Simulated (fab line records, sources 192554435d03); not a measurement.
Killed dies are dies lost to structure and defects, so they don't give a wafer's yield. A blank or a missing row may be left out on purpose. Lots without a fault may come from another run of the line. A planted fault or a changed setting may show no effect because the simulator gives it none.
Chamber matching | flow n5_finfet | N5_BEOL_M0_SAQP_ETCH_106 on rie_diel-02: 4 sister chambers
The step etches SOC in N2/H2, stops on SiNx, target depth 150 nm. 16 wafers are shown with their chamber, then 8 later ones without.

WAFERS WITH THEIR CHAMBER
wafer  | chamber | drypump_motor_current_A (A) | showerhead_plenum_p_Torr (Torr) | throttle_valve_pct (%)
L075.1 | 3       | 5.6                         | 2.50                            | 17.87
L075.3 | 0       | 5.2                         | 2.58                            | 18.14
L075.5 | 0       | 5.2                         | 2.58                            | 18.15
L081.1 | 2       | 6.2                         | 2.48                            | 18.02
L081.2 | 1       | 5.9                         | 2.57                            | 17.93
L081.6 | 3       | 5.7                         | 2.49                            | 17.88
L086.2 | 1       | 5.9                         | 2.56                            | 17.94
L086.5 | 1       | 6.0                         | 2.56                            | 17.93
L086.6 | 2       | 6.2                         | 2.48                            | 17.57
L088.1 | 1       | 6.0                         | 2.56                            | 17.92
L088.4 | 3       | 5.6                         | 2.48                            | 17.90
L088.5 | 2       | 6.2                         | 2.48                            | 17.58
L090.1 | 1       | 6.0                         | 2.56                            | 17.94
L090.3 | 2       | 6.2                         | 2.47                            | 17.61
L090.5 | 2       | 6.2                         | 2.47                            | 17.58
L092.1 | 1       | 5.9                         | 2.56                            | 17.96

SIGNATURES (means of the wafers above)
reading                  | chamber 0 | chamber 1 | chamber 2 | chamber 3 | scatter within a chamber
drypump_motor_current_A  | 5.200     | 5.950     | 6.200     | 5.633     | 0.0425
showerhead_plenum_p_Torr | 2.5800    | 2.5617    | 2.4760    | 2.4900    | 0.0058
throttle_valve_pct       | 18.1450   | 17.9367   | 17.6720   | 17.8833   | 0.113
Rule: a wafer's distance from a chamber is the root of the sum, over the readings, of the square of ((its reading less the chamber's mean) divided by the reading's scatter). The wafer belongs to the nearest chamber; if the next one is less than 2 further off, it can't be placed. The scatter: the root of (the sum of the squares of (reading less its chamber's mean) over the shown wafers, divided by (wafers less chambers)).

WAFERS WITHOUT THEIR CHAMBER
wafer  | drypump_motor_current_A (A) | showerhead_plenum_p_Torr (Torr) | throttle_valve_pct (%)
L092.3 | 5.2                         | 2.57                            | 17.76
L092.6 | 5.2                         | 2.57                            | 17.76
L095.1 | 6.0                         | 2.56                            | 17.95
L095.2 | 5.2                         | 2.57                            | 17.79
L095.3 | 6.2                         | 2.47                            | 17.61
L095.4 | 5.6                         | 2.48                            | 17.93
L095.5 | 5.9                         | 2.55                            | 17.96
L095.6 | 5.2                         | 2.57                            | 17.78

WHICH CHAMBER EACH WENT THROUGH
wafer  | from the rows above | in truth
L092.3 | 0                   | 0
L092.6 | 0                   | 0
L095.1 | 1                   | 1
L095.2 | 0                   | 0
L095.3 | 2                   | 2
L095.4 | 3                   | 3
L095.5 | 1                   | 1
L095.6 | 0                   | 0
Placed correctly: 8 of 8. Can't be placed from these rows: 0. Placed wrongly: 0.
